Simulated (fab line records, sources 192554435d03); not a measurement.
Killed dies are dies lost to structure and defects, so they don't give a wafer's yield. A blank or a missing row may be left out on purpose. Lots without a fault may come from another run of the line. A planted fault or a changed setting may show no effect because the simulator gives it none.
A struck lot beside a sound one | flow n5_finfet | 15 steps out of a route of 1938
Sound: wafers L379.1, L379.3, L379.5. Struck: wafers L387.3, L387.4, L387.5. The cause comes at the end.
At each step with rows: each side's tool, then ch and its chambers, then its first start. Under that, the readings that differ: sound wafers | struck wafers | difference of the means | sigmas: that difference in standard deviations of wafers without a fault.
alike: readings whose means differ by less than 2 such deviations, and words and numbers that are the same on both sides. not compared: withheld readings, readings that some wafer has no value for, bounds like >300 that may hide the same value, and numbers for which the record gives no deviation and whose values overlap.
The two part at a step that has a row with sigmas, a row that says differs or no value, or rows on one side only. Numbers that don't overlap but have no deviation are shown without sigmas and don't part them. A reading that every wafer of one side lacks parts them only if that side has two wafers or more.

N5_BEOL_M8_CURE_75: cures SiCOH lowk, time 120 s.
  sound on uv_cure-03 ch 1, day 12 02:17; struck on uv_cure-02 ch 0, day 14 09:04
  alike: lamp_power_pct, wafer_temp_C_max
then, 1 step without rows for these wafers: N5_BEOL_M8_DEGAS_44 (time 60 s).
N5_BEOL_M8_PRE_CLEAN_45: time 30 s.
  sound on pvd_sputter-02, day 12 02:43; struck on pvd_sputter-02, day 14 10:46
  alike: heater_power_w
N5_BEOL_M8_ALD_77: deposits TaN, target thk 2 nm, pulse time 2 s, purge time 3 s.
  sound on ald_metal-02 ch 0,1, day 12 02:46; struck on ald_metal-03 ch 2,3, day 14 10:49
  alike: heater_power_w
N5_BEOL_M8_SURFACE_TREAT_79:
  sound on pvd_sputter-01, day 12 03:07; struck on pvd_sputter-02, day 14 11:07
  not compared: throttle_valve_pct
then, 1 step without rows for these wafers: N5_BEOL_M8_CVD_78 (deposits Co from CCTBA/H2, target thk 2 nm, time 142.3 s).
N5_BEOL_M8_SPUTTER_48: material Cu, target thk 10 nm, time 1.667 s.
  sound on pvd_sputter-01, day 12 03:19; struck on pvd_sputter-01, day 14 11:23
  alike: throttle_valve_pct
then, 3 steps without rows for these wafers: N5_BEOL_M8_ECD_50 (material Cu, target thk 300 nm); N5_BEOL_M8_ANNEAL_51 (time 90 s); N5_BEOL_M8_CMP_52 (polishes, stops on SiCOH lowk, t overpolish 6.9 s, target thk 80 nm).
N5_BEOL_M8_THK_MEAS_53: measures by xrf.
  sound on film_metro-02, day 12 05:04; struck on film_metro-01, day 14 12:35
  alike: M8_THK
then, 1 step without rows for these wafers: N5_BEOL_M8_PRE_CLEAN_55 (time 15 s).
N5_BEOL_M8_DEP_56: deposits SiCN from 3MS/NH3, target thk 10 nm, time 17.5 s.
  sound on pecvd-04 ch 0,2, day 12 05:08; struck on pecvd-02 ch 0,1,2, day 14 12:50
  alike: rf_fwd_power_W, showerhead_plenum_p_Torr, throttle_valve_pct
N5_BEOL_M8_RS_MEAS_57: measures by four-point-probe.
  sound on film_metro-02, day 12 05:12; struck on film_metro-02, day 14 12:55
  alike: M8_RS
-- the record jumps here: 3 days lie between the struck wafers' starts before and after (it left off in module BEOL_M8 and takes up again in module PASSIVATION, whose first step shown is number 1936 of the route) --
N5_PASSIVATION_PROBE_49:
  sound on prober-01, day 14 20:52; struck on prober-01, day 17 04:14
  alike: defect_limited_yield, killed_at_M0_to_M3, killed_at_M4_up, killed_at_contacts, killed_at_front_end, killed_at_other, killed_dies, killed_open, killed_short, sort_bin_5_function, sort_bin_6_memory, sort_bin_8_speed, sort_n_pass, sort_yield_pct

WHERE THEY PART
Nowhere in this record.

WHY: what the simulator had put in
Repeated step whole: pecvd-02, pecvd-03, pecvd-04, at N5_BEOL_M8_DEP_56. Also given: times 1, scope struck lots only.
